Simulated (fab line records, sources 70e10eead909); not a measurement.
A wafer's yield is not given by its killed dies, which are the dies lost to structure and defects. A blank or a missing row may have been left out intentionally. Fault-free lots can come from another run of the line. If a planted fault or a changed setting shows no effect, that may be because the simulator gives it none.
Which tool was responsible? | flow nand harc | 6 lots with 18 wafers sampled at 5 steps, on a route of 1159 steps

== WHAT THE GAUGES SHOWED, per wafer ==
NHARC_END_SORT_01.
lot  | measured     | on        | killed at array
L456 | day 19 06:14 | prober-02 | 22 19 25
L470 | day 23 01:42 | prober-01 | 52 108 55

== WHICH TOOL RAN EACH LOT (tool, then ch and the chambers of the sampled wafers, then the start) ==
lot  | NHARC_A_WL_FILL_ALD_02              | NHARC_THIN_TSV_PVD_51                   | NHARC_THIN_TSV_PRE_CLEAN_54  | NHARC_THIN_TSV_ETCH_36
L456 | ald metal-04 ch 1,2, day 14 21:45   | pvd sputter-03, day 18 14:02 or earlier | pvd sputter-03, day 18 14:02 | rie metal-01 ch 0, day 18 15:40
L462 | ald metal-02 ch 0,2, day 16 19:02   | pvd sputter-01, day 20 21:07 or earlier | pvd sputter-02, day 20 21:07 | rie metal-01 ch 0,1, day 20 22:43
L464 | ald metal-04 ch 1,3, day 17 00:27   | pvd sputter-03, day 20 23:22 or earlier | pvd sputter-02, day 20 23:22 | rie metal-03 ch 0,1, day 21 01:00
L469 | ald metal-02 ch 0,1,3, day 18 01:55 | pvd sputter-03, day 21 20:28 or earlier | pvd sputter-02, day 21 20:28 | rie metal-03 ch 0,1, day 21 22:04
L470 | ald metal-02 ch 0,2,3, day 18 09:35 | pvd sputter-03, day 22 15:52 or earlier | pvd sputter-02, day 22 15:52 | rie metal-01 ch 0,1, day 22 17:22
L478 | ald metal-03 ch 0,2,3, day 20 04:56 | pvd sputter-02, day 24 01:37 or earlier | pvd sputter-03, day 24 01:37 | rie metal-02 ch 0,1, day 24 03:14
- NHARC_A_WL_FILL_ALD_02: deposits TiN, target thk 2 nm, pulse time 3 s, ald cycles 100.
- NHARC_THIN_TSV_PVD_51: deposits Cu, target thk 100 nm.
- NHARC_THIN_TSV_PRE_CLEAN_54: time 30 s.
- NHARC_THIN_TSV_ETCH_36: etches the open film in Cl2/BCl3, target depth 65 nm, time 18.571 s.

== THE ANSWER, worked out from the rows above alone ==
Rule: usual is defined by the lots themselves. Put in order of their means at a reading, lots are off if they are a third of the lots or fewer, leave a main group of 4 or more, and stand apart from it by a gap of 3 or more times the standard deviation of the main group's means; of several such gaps the widest counts. A main group is skipped when, at the precision printed for the reading in the tables above, its means are all equal. A lot without any number at a reading at which 4 lots or more have one is off too. Where the step has rows for the other lots, those lots are counted as sound.
No lot is off at any reading shown: from this, nothing can be told.

== WHAT THE SIMULATOR HAD INSERTED ==
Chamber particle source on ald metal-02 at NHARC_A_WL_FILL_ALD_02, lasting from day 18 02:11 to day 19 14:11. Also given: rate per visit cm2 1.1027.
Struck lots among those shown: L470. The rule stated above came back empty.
